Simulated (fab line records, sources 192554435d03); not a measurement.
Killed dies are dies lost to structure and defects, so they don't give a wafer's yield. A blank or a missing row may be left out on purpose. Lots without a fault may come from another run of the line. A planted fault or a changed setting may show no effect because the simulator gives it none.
A struck lot beside a sound one | flow n5_finfet | 14 steps out of a route of 1938
Sound: wafers L773.3, L773.5, L773.6. Struck: wafers L764.2, L764.4, L764.5. The cause comes at the end.
At each step with rows: each side's tool, then ch and its chambers, then its first start. Under that, the readings that differ: sound wafers | struck wafers | difference of the means | sigmas: that difference in standard deviations of wafers without a fault.
alike: readings whose means differ by less than 2 such deviations, and words and numbers that are the same on both sides. not compared: withheld readings, readings that some wafer has no value for, bounds like >300 that may hide the same value, and numbers for which the record gives no deviation and whose values overlap.
The two part at a step that has a row with sigmas, a row that says differs or no value, or rows on one side only. Numbers that don't overlap but have no deviation are shown without sigmas and don't part them. A reading that every wafer of one side lacks parts them only if that side has two wafers or more.

N5_BEOL_M7_STRIP_67: strips in CF4.
  sound on rie_diel-02 ch 0,2,3, day 13 19:32; struck on rie_diel-05 ch 1,2,3, day 11 13:31
  alike: cf4_flow_sccm, drypump_motor_current_A, oes_product_au, rf_vpp_V, showerhead_plenum_p_Torr, throttle_valve_pct
  not compared: rf_hours_counter_h
N5_BEOL_M7_HM_OPEN_17: chemistry Cl2/BCl3, target TiN, target depth 20 nm, overetch 6 nm.
  sound on rie_metal-02 ch 0,1, day 13 19:36; struck on rie_metal-03 ch 0,1, day 11 13:33
  alike: bcl3_flow_sccm, bias_w, drypump_motor_current_A, oes_product_au, throttle_valve_pct
  not compared: rf_hours_counter_h
N5_BEOL_M7_STRIP_19: strips in O2.
  sound on rie_diel-03 ch 0,1,2, day 13 19:46; struck on rie_diel-05 ch 2,3, day 11 13:42
  alike: drypump_motor_current_A, oes_product_au, rf_vpp_V, showerhead_plenum_p_Torr, throttle_valve_pct
  not compared: rf_hours_counter_h
N5_BEOL_M7_CD_MEAS_18: pitch 80 nm, target cd 40 nm.
  sound on cd_sem-03, day 13 19:50; struck on cd_sem-02, day 11 13:46
  alike: cd_nm
then, 8 steps without rows for these wafers: N5_BEOL_M7_COAT_63 (time 60 s, resist thk 60 nm); N5_BEOL_M7_COAT_64 (time 60 s, resist thk 12 nm); N5_BEOL_M7_COAT_71 (time 60 s, resist thk 5 nm); N5_BEOL_M7_COAT_22 (resist thk 30 nm); N5_BEOL_M7_EBR_24; N5_BEOL_M7_SOFTBAKE_23 (time 60 s); N5_BEOL_M7_EXPOSE_25 (exposes mask V6, target cd 40 nm); N5_BEOL_M7_PEB_26 (peb time 60 s).
N5_BEOL_M7_DEVELOP_27: develop time 30 s.
  sound on litho_track-03 ch 0, day 13 20:35; struck on litho_track-01, day 11 14:08
  no value came back on the struck wafers for chill_plate_temp_C (C), develop_time_s (s); on the sound wafers chill_plate_temp_C (C) reads 23.19 23.33 23.32
  reading                                      | sound          | struck   | difference | sigmas
  model.CAR-EUV_of_BEOL_M7_COAT_22.thk_nm (nm) | 29.6 29.6 29.6 | 30 30 30 | +0         |
N5_BEOL_M7_CD_MEAS_28: target cd 40 nm.
  sound on cd_sem-03 ch 0, day 13 20:39; struck on cd_sem-02 ch 0, day 11 14:12
  reading    | sound             | struck | difference                    | sigmas
  cd_nm (nm) | 40.12 39.96 40.34 | - - -  | no value on the struck wafers |

WHERE THEY PART
First at N5_BEOL_M7_DEVELOP_27; last, within this record, at N5_BEOL_M7_CD_MEAS_28.

WHY: what the simulator had put in
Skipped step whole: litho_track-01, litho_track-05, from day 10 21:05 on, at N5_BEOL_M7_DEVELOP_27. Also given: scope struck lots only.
